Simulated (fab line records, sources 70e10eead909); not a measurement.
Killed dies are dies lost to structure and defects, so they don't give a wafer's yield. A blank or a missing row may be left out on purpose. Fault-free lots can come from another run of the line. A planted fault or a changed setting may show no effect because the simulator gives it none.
Which of the tools did it? / flow nand-harc / Sampling: 7 lots, 20 wafers, 3 of 1159 route steps

WHAT THE GAUGES READ, wafer by wafer
NHARC_A_ONON_D1_THK_MEAS_11: measures by ellipsometry.
lot=L902; measured=day 7 21:36; on=film-metro-02; thk-nm (nm)=1000 1002 1000
lot=L904; measured=day 8 07:53; on=film-metro-01; thk-nm (nm)=1007 1003 1005
lot=L905; measured=day 8 13:55; on=film-metro-02; thk-nm (nm)=999 1000 998
lot=L907; measured=day 9 12:07; on=film-metro-01; thk-nm (nm)=1015 1015 1014
lot=L915; measured=day 10 19:24; on=film-metro-02; thk-nm (nm)=1010 1009 1008
lot=L911; measured=day 10 19:26; on=film-metro-01; thk-nm (nm)=1000 999 998
lot=L921; measured=day 12 20:23; on=film-metro-02; thk-nm (nm)=989 808

TOOL THAT RAN EACH LOT (tool first, then ch and the chambers of the sampled wafers, then the start)
lot=L902; NHARC_P_BONDPAD_PRE_CLEAN_26=pvd-sputter-02, day 7 19:54 or earlier; NHARC_A_ONON_D1_DEP_09=pecvd-onon-02 ch 0, day 7 21:05
lot=L904; NHARC_P_BONDPAD_PRE_CLEAN_26=pvd-sputter-02, day 8 06:12 or earlier; NHARC_A_ONON_D1_DEP_09=pecvd-onon-01 ch 0, day 8 07:23
lot=L905; NHARC_P_BONDPAD_PRE_CLEAN_26=pvd-sputter-02, day 8 12:13 or earlier; NHARC_A_ONON_D1_DEP_09=pecvd-onon-02 ch 0, day 8 13:24
lot=L907; NHARC_P_BONDPAD_PRE_CLEAN_26=pvd-sputter-02, day 9 10:25 or earlier; NHARC_A_ONON_D1_DEP_09=pecvd-onon-03 ch 0, day 9 11:37
lot=L915; NHARC_P_BONDPAD_PRE_CLEAN_26=pvd-sputter-02, day 10 17:42 or earlier; NHARC_A_ONON_D1_DEP_09=pecvd-onon-03 ch 0, day 10 18:57
lot=L911; NHARC_P_BONDPAD_PRE_CLEAN_26=pvd-sputter-03, day 10 17:44 or earlier; NHARC_A_ONON_D1_DEP_09=pecvd-onon-01 ch 0, day 10 18:55
lot=L921; NHARC_P_BONDPAD_PRE_CLEAN_26=pvd-sputter-03, day 12 18:41 or earlier; NHARC_A_ONON_D1_DEP_09=pecvd-onon-02 ch 0, day 12 19:52
- NHARC_P_BONDPAD_PRE_CLEAN_26: time 30 s.
- NHARC_A_ONON_D1_DEP_09: target thk 1000 nm.

THE ANSWER, worked out from the rows above alone
Rule: what is usual is taken from the lots themselves. Put in order of their means at a reading, lots are off if they are a third of the lots or fewer, leave a main group of 4 or more, and stand apart from it by a gap of 3 or more times the standard deviation of the main group's means; of several such gaps the widest counts. The tables above print the reading to a certain number of digits; a main group whose means all agree to those digits is not used. Also off: a lot with no number at a reading for which 4 or more lots have one. All remaining lots with rows at the step are treated as sound.
Off: L921 (NHARC_A_ONON_D1_THK_MEAS_11, thk-nm). The main group has a mean of 1005 nm with a standard deviation of 5.8.
If a tool, at a process step before that reading, ran all the lots that are off and no sound lot after the first of them, it fits. The gauges at NHARC_A_ONON_D1_THK_MEAS_11 are tried like those tools. NHARC_P_BONDPAD_PRE_CLEAN_26: start missing for some lots; hours and lot order therefore follow NHARC_A_ONON_D1_THK_MEAS_02. Can't be told from this: 3 tools fit, pvd-sputter-03 at NHARC_P_BONDPAD_PRE_CLEAN_26, pecvd-onon-02 at NHARC_A_ONON_D1_DEP_09, film-metro-02 at NHARC_A_ONON_D1_THK_MEAS_11.

WHAT HAD BEEN PUT IN BY THE SIMULATOR
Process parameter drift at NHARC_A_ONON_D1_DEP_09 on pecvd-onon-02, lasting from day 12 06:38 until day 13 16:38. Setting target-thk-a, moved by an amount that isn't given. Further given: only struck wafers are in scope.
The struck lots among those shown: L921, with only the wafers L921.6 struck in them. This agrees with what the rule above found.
